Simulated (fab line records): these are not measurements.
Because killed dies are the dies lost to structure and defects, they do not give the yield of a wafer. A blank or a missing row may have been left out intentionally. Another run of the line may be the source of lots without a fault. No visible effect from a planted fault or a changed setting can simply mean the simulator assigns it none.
Chamber matching    flow n5_finfet    N5_GATE_CUT_HM_DEP_46 on pecvd-02: 3 sister chambers
The step deposits SiO2 from TEOS/O2, target thk 130 nm, time 26.6 s. 39 wafers are shown with their chamber, then 12 later ones without.

== WAFERS, EACH WITH ITS CHAMBER ==
wafer   chamber  throttle_valve_pct (%)  heater_power_w (W)  showerhead_vpp_V (V)
L074.1  0        20.3                    666                 1899
L074.2  2        17.7                    747                 1795
L074.4  2        17.9                    736                 1815
L076.1  2        18.1                    734                 1818
L076.2  1        18.9                    585                 1852
L076.4  2        17.8                    776                 1838
L078.1  2        18.1                    615                 1847
L078.2  0        20.3                    610                 1848
L078.3  1        19.1                    535                 1853
L078.4  0        20.4                    612                 1856
L078.5  1        19.0                    530                 1877
L078.6  2        18.1                    634                 1834
L079.1  0        20.2                    694                 1892
L079.2  2        18.1                    748                 1788
L079.6  2        18.0                    740                 1820
L080.1  1        19.3                    600                 1825
L080.2  0        20.7                    669                 1895
L080.3  2        17.8                    586                 1838
L080.4  0        20.3                    689                 1889
L080.5  2        18.1                    605                 1827
L080.6  1        19.3                    625                 1844
L081.2  2        17.8                    729                 1829
L081.3  1        18.7                    586                 1848
L081.6  0        20.3                    702                 1873
L083.1  0        20.1                    579                 1858
L083.2  1        19.2                    642                 1833
L083.5  2        18.0                    738                 1821
L084.2  2        18.0                    683                 1871
L084.4  0        20.1                    591                 1853
L084.5  1        19.1                    643                 1855
L086.1  2        17.9                    722                 1793
L086.2  0        20.4                    646                 1869
L086.3  1        19.2                    542                 1852
L086.4  0        20.5                    658                 1852
L086.5  2        18.0                    724                 1859
L086.6  1        19.1                    549                 1838
L087.1  0        20.2                    648                 1845
L087.4  2        18.0                    609                 1806
L087.5  0        20.1                    641                 1839

SIGNATURES, as means of the wafers listed above
reading             chamber 0  chamber 1  chamber 2  scatter within a chamber
throttle_valve_pct  20.300     19.090     17.962     0.16
heater_power_w      646.54     583.70     695.38     51.4
showerhead_vpp_V    1866.77    1847.70    1824.94    20.5
Rule: distance of a wafer from a chamber = root of the sum over the readings of ((wafer's reading minus chamber's mean) / reading's scatter) squared. The wafer belongs to the nearest chamber; if the next one is less than 2 further off, it can't be placed. How the scatter is found: for the shown wafers, subtract from each reading the mean of its chamber, square and add these, divide the total by (wafers less chambers), then take the root.

== WAFERS WITH NO CHAMBER GIVEN ==
wafer   throttle_valve_pct (%)  heater_power_w (W)  showerhead_vpp_V (V)
L093.1  18.9                    615                 1816
L093.5  18.9                    628                 1842
L093.6  18.2                    684                 1806
L094.2  18.2                    602                 1773
L094.4  18.2                    615                 1814
L094.6  20.2                    558                 1889
L095.1  20.0                    538                 1831
L095.2  19.2                    662                 1812
L095.3  18.1                    602                 1832
L095.4  20.4                    566                 1848
L095.5  18.2                    625                 1823
L095.6  19.2                    479                 1856

== EACH ONE'S CHAMBER ==
wafer   from the rows above  in truth
L093.1  1                    1
L093.5  1                    1
L093.6  2                    2
L094.2  2                    2
L094.4  2                    2
L094.6  0                    0
L095.1  0                    0
L095.2  1                    1
L095.3  2                    2
L095.4  0                    0
L095.5  2                    2
L095.6  1                    1
12 of 12 placed correctly. Can't be placed from these rows: 0. Placed wrongly: 0.
